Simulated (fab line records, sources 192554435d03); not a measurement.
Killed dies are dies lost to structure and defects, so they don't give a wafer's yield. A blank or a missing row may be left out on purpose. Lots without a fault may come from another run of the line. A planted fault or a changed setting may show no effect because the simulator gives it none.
Split-lot experiment | flow n5_finfet | 7 lots, 39 wafers read, on a route of 1938 steps

THE SPLIT
At N5_BEOL_M10_DEP_56 (deposits SiCN from 3MS/NH3, target thk 15 nm, time 26.5 s), the setting target_thk_a was moved away from the recipe's 150 angstrom on 15 of the 39 wafers read, by -52.2% to +43.7%. The other wafers ran this setting at the recipe's value.

The reading is taken at the split's own step.

THE READING
SiCN_of_BEOL_M10_DEP_56.thk_nm (the simulator's own value, which no gauge read), in nm, at N5_BEOL_M10_DEP_56 (deposits SiCN from 3MS/NH3, target thk 15 nm, time 26.5 s). The file gives no usual value for it. The 24 wafers here that ran the recipe average 15.0 nm, standard deviation 0.22 nm.

wafer  | tool, chamber at the split | target_thk_a as run, angstrom | against the recipe | SiCN_of_BEOL_M10_DEP_56.thk_nm, nm | against lot-mates on the recipe
L075.1 | pecvd-03, 1                | 150                           | recipe             | 14.8                               | -
L075.2 | pecvd-03, 0                | 215.6                         | +43.7%             | 21                                 | +6.0
L075.3 | pecvd-03, 2,0              | 215.6                         | +43.7%             | 21.4                               | +6.4
L075.5 | pecvd-03, 2,0              | 215.6                         | +43.7%             | 21.4                               | +6.4
L075.4 | pecvd-03, 1                | 150                           | recipe             | 15.2                               | -
L075.6 | pecvd-03, 2                | 150                           | recipe             | 15                                 | -
L079.1 | pecvd-01, 0                | 150                           | recipe             | 14.6                               | -
L079.2 | pecvd-01, 2                | 150                           | recipe             | 14.8                               | -
L079.3 | pecvd-01, 0,2,0            | 90.38                         | -39.7%             | 9                                  | -5.8
L079.5 | pecvd-01, 0,2,0            | 90.38                         | -39.7%             | 9                                  | -5.8
L079.6 | pecvd-01, 0,2,0            | 90.38                         | -39.7%             | 9                                  | -5.8
L079.4 | pecvd-01, 2                | 150                           | recipe             | 15                                 | -
L083.1 | pecvd-01, 2,1              | 150                           | recipe             | 15.2                               | -
L083.6 | pecvd-01, 2,1              | 150                           | recipe             | 15.2                               | -
L083.2 | pecvd-01, 0                | 88.62                         | -40.9%             | 8.8                                | -6.3
L083.3 | pecvd-01, 1                | 150                           | recipe             | 15                                 | -
L083.4 | pecvd-01, 0                | 88.62                         | -40.9%             | 8.6                                | -6.5
L083.5 | pecvd-01, 2                | 88.62                         | -40.9%             | 9                                  | -6.1
L087.1 | pecvd-02, 2                | 207.5                         | +38.3%             | 20.8                               | +5.5
L087.2 | pecvd-02, 1                | 207.5                         | +38.3%             | 20.4                               | +5.1
L087.3 | pecvd-02, 0                | 207.5                         | +38.3%             | 20.6                               | +5.3
L087.4 | pecvd-02, 1,0              | 150                           | recipe             | 15.2                               | -
L087.5 | pecvd-02, 1,0              | 150                           | recipe             | 15.2                               | -
L087.6 | pecvd-02, 2                | 150                           | recipe             | 15.4                               | -
L090.1 | pecvd-03, 0                | 150                           | recipe             | 14.8                               | -
L090.2 | pecvd-03, 2,0              | 150                           | recipe             | 15                                 | -
L090.4 | pecvd-03, 2,0              | 150                           | recipe             | 15                                 | -
L092.1 | pecvd-03, 1,2              | 150                           | recipe             | 15                                 | -
L092.2 | pecvd-03, 1,2              | 150                           | recipe             | 15                                 | -
L092.3 | pecvd-03, 0                | 150                           | recipe             | 14.8                               | -
L092.6 | pecvd-03, 0                | 150                           | recipe             | 14.8                               | -
L092.4 | pecvd-03, 2                | 150                           | recipe             | 15.2                               | -
L092.5 | pecvd-03, 1                | 150                           | recipe             | 15.4                               | -
L096.1 | pecvd-02, 0,2,0            | 71.63                         | -52.2%             | 7.2                                | -7.6
L096.4 | pecvd-02, 0,2,0            | 71.63                         | -52.2%             | 7.2                                | -7.6
L096.6 | pecvd-02, 0,2,0            | 71.63                         | -52.2%             | 7.2                                | -7.6
L096.2 | pecvd-02, 2                | 150                           | recipe             | 14.8                               | -
L096.3 | pecvd-02, 1                | 150                           | recipe             | 14.6                               | -
L096.5 | pecvd-02, 1                | 150                           | recipe             | 15                                 | -
Where a row lists several chambers, the file gives one row for several wafers and doesn't say which wafer went through which chamber.

THE FIT
A straight line over all 39 wafers: SiCN_of_BEOL_M10_DEP_56.thk_nm changes by +0.148 nm for each +1% of target_thk_a; r = +1.00; the points scatter about the line by 0.21 nm.
The same after taking each lot's own level away (the mean of its wafers on the recipe; 39 wafers): +0.145 nm for each +1%; r = +1.00; scatter 0.19 nm.
On that fit, the largest move of target_thk_a shifts the reading by 7.6 nm.
The lots' own levels span 14.80 to 15.27 nm, that is 2.2 times the standard deviation above.
So the lot-to-lot level changes the slope little: the two slopes agree.
Check: with one of the wafers moved furthest among these (-52.2%) left out of the fit, the line predicts -7.66 nm for it against its lot-mates. It came out at -7.6 nm against them.

OTHER SPLITS ON THESE WAFERS
These wafers also went through other splits before the reading. Each is held against what the fit with the lots' levels taken away leaves over:
other split on the same wafers       | wafers away from the commonest value | r with SiCN_of_BEOL_M10_DEP_56.thk_nm (lot level and that fit taken away)
N5_BEOL_M8_DEVELOP_10 develop_time_s | 12                                   | -0.12

THE FILE'S OWN FIT
SiCN_of_BEOL_M10_DEP_56.thk_nm changes by +0.146 nm for each +1% of target_thk_a, r = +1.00.
